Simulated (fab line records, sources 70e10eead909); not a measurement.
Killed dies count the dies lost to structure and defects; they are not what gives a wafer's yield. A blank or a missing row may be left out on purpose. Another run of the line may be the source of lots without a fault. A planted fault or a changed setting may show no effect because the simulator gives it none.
A lot that was struck, set against a sound lot | flow nandHarc | 42 steps out of a route of 1302
Sound: wafers L838.2, L838.4, L838.5. Wafers L845.1, L845.2, L845.6 were the ones struck. The cause comes at the end.
Each step with rows lists, per side, the tool, then ch with its chambers, then its first start. Under that, the readings that differ: sound wafers | struck wafers | difference of the means | sigmas: that difference in standard deviations of wafers without a fault.
alike: a reading whose means differ by less than 2 such deviations, as well as words and numbers matching on both sides. not compared: withheld readings; readings where some wafer has no value; bounds like >300 that might hide an equal value; numbers whose values overlap and for which the record gives no deviation.
The two part at a step that has a row with sigmas, a row that says differs or no value, or rows on one side only. Non-overlapping numbers with no deviation appear without sigmas and do not part them. A reading missing from all wafers of one side parts the sides only when that side holds two or more wafers.

NHARC_P_ZERO_WELL_DESCUM_54: chemistry O2, time 3 s.
  sound on rieDiel-01 ch 1,3, day 2 12:31; struck on rieDiel-04 ch 0,2,3, day 5 09:56
  alike: drypumpMotorCurrentA, oesProductAu, rfVppV, showerheadPlenumPTorr, throttleValvePct
  not compared: rfHoursCounterH
then, 6 steps without rows for these wafers: NHARC_P_ZERO_WELL_IMPLANT_55; NHARC_P_ZERO_WELL_IMPLANT_61; NHARC_P_ZERO_WELL_STRIP_56 (strips in SPM, time 840 s); NHARC_P_ZERO_WELL_PRECLEAN_68 (cleans in SC1, time 60 s); NHARC_P_ZERO_WELL_SRD_69; NHARC_P_ZERO_WELL_RTA_42 (time 300 s).
NHARC_P_ZERO_WELL_INSPECT_43:
  sound: defectInspect-01 at day 2 14:08; struck: defectInspect-02 at day 5 11:34
  alike: rawDefectCount
then, 4 steps without rows for these wafers: NHARC_P_STI_ETCH_26 (etches SiO2 in dHF, target depth 11 nm); NHARC_P_STI_PRECLEAN_27 (cleans in SC1); NHARC_P_STI_SRD_28; NHARC_P_STI_OXIDE_29 (material SiO2, target thk 10 nm, ox time 1362 s).
NHARC_P_STI_HM_DEP_30: deposits Si3N4, target thk 80 nm, time 873 s.
  sound on lpcvd-02 ch 0, day 3 01:34; struck on lpcvd-02 ch 0, day 5 23:38
then, 9 steps without rows for these wafers: NHARC_P_STI_DEHYDRATE_01 (time 120 s); NHARC_P_STI_HMDS_02 (time 30 s); NHARC_P_STI_COAT_41 (time 65 s); NHARC_P_STI_COAT_03 (resist thk 600 nm); NHARC_P_STI_SOFTBAKE_04 (time 70 s); NHARC_P_STI_EBR_05; NHARC_P_STI_EXPOSE_06 (exposes mask P STI, target cd 200 nm); NHARC_P_STI_PEB_07 (peb time 80 s); NHARC_P_STI_DEVELOP_08 (time 50 s).
NHARC_P_STI_CD_MEAS_09: the cd target is 200 nm.
  sound on cdSem-03 ch 0, day 3 07:17; struck on cdSem-02 ch 0, day 6 05:17
  alike: cdNm
NHARC_P_STI_OVL_MEAS_10:
  sound: overlay-02 at day 3 07:22; struck: overlay-01 at day 6 05:23
reading         | sound    | struck | difference | sigmas
overlayXNm (nm) | -3 -2 -3 | 9 9 9  | +12        | +2
  alike: overlayYNm
NHARC_P_STI_INSPECT_11:
  sound: defectInspect-01 at day 3 07:24; struck: defectInspect-02 at day 6 05:25
reading        | sound   | struck | difference | sigmas
rawDefectCount | 14 7 11 | 3 4 5  | -7         | -2
then, 1 step without rows for these wafers: NHARC_P_STI_HARDBAKE_13 (time 65 s).
NHARC_P_STI_DESCUM_14: chemistry O2, time 3 s.
  sound on rieDiel-12 ch 0,2, day 3 07:32; struck on rieDiel-05 ch 1,3, day 6 05:34
  alike: drypumpMotorCurrentA, oesProductAu, rfVppV, showerheadPlenumPTorr, throttleValvePct
  not compared: rfHoursCounterH
then, 1 step without rows for these wafers: NHARC_P_STI_ETCH_42 (etches the open film in N2/H2, target depth 80 nm, overetch 24 nm, time 61 s).
NHARC_P_STI_ETCH_31: etches the open film in CF4/CHF3, target depth 108.9 nm, time 54.5 s.
  sound on rieDiel-12 ch 0,1,3; struck on rieDiel-05 ch 0,1
  alike: drypumpMotorCurrentA, oesProductAu, rfVppV, showerheadPlenumPTorr, throttleValvePct
  not compared: rfHoursCounterH
NHARC_P_STI_ETCH_15: etches the open film in HBr/Cl2, target depth 300 nm, time 100.1 s.
  sound on rieSi-04 ch 1,2, day 3 07:50; struck on rieSi-03 ch 0,1, day 6 05:53
  alike: drypumpMotorCurrentA, oesProductAu, throttleValvePct
  not compared: rfHoursCounterH
NHARC_P_STI_CD_MEAS_16:
  sound: cdSem-03 at day 3 07:59; struck: cdSem-03 at day 6 06:02
  alike: cdNm
NHARC_P_STI_OCD_MEAS_17:
  sound: ocd-01 at day 3 08:05; struck: ocd-01 at day 6 06:07
  alike: trenchFootCdNm
then, 3 steps without rows for these wafers: NHARC_P_STI_STRIP_19 (strips in SPM, time 900 s); NHARC_P_STI_PRECLEAN_32 (cleans in SC1); NHARC_P_STI_SRD_23.
NHARC_P_STI_OCD_MEAS_43:
  sound: ocd-02 at day 3 08:37; struck: ocd-02 at day 6 06:38
  alike: trenchFootCdNm
then, 3 steps without rows for these wafers: NHARC_P_STI_OXIDE_33 (material SiO2, target thk 10 nm, ox time 281 s); NHARC_P_STI_HDPCVD_20 (deposits SiO2); NHARC_P_STI_ANNEAL_34 (time 1800 s).
NHARC_P_STI_CMP_21: polishes, t overpolish 20 s, target thk 380.67 nm.
  sound on cmp-04 ch 0,2,3, day 4 02:10; struck on cmp-03 ch 1,3, day 7 02:23
  alike: motorCurrentA, overpolishRunS
following that, these wafers have no rows for 1 step: NHARC_P_STI_SRD_35.
-- the record jumps here: 20 days lie between the struck wafers' starts before and after (it left off in module P_STI and takes up again in module END, whose first step shown is number 1302 of the route) --
NHARC_END_SORT_01:
  here the record holds rows for the struck wafers (prober-01 ch 0, day 27 07:57) but none for the sound ones

WHERE THEY PART
Earliest at NHARC_P_STI_OVL_MEAS_10; latest, in this record, at NHARC_END_SORT_01.

WHY: what the simulator had put in
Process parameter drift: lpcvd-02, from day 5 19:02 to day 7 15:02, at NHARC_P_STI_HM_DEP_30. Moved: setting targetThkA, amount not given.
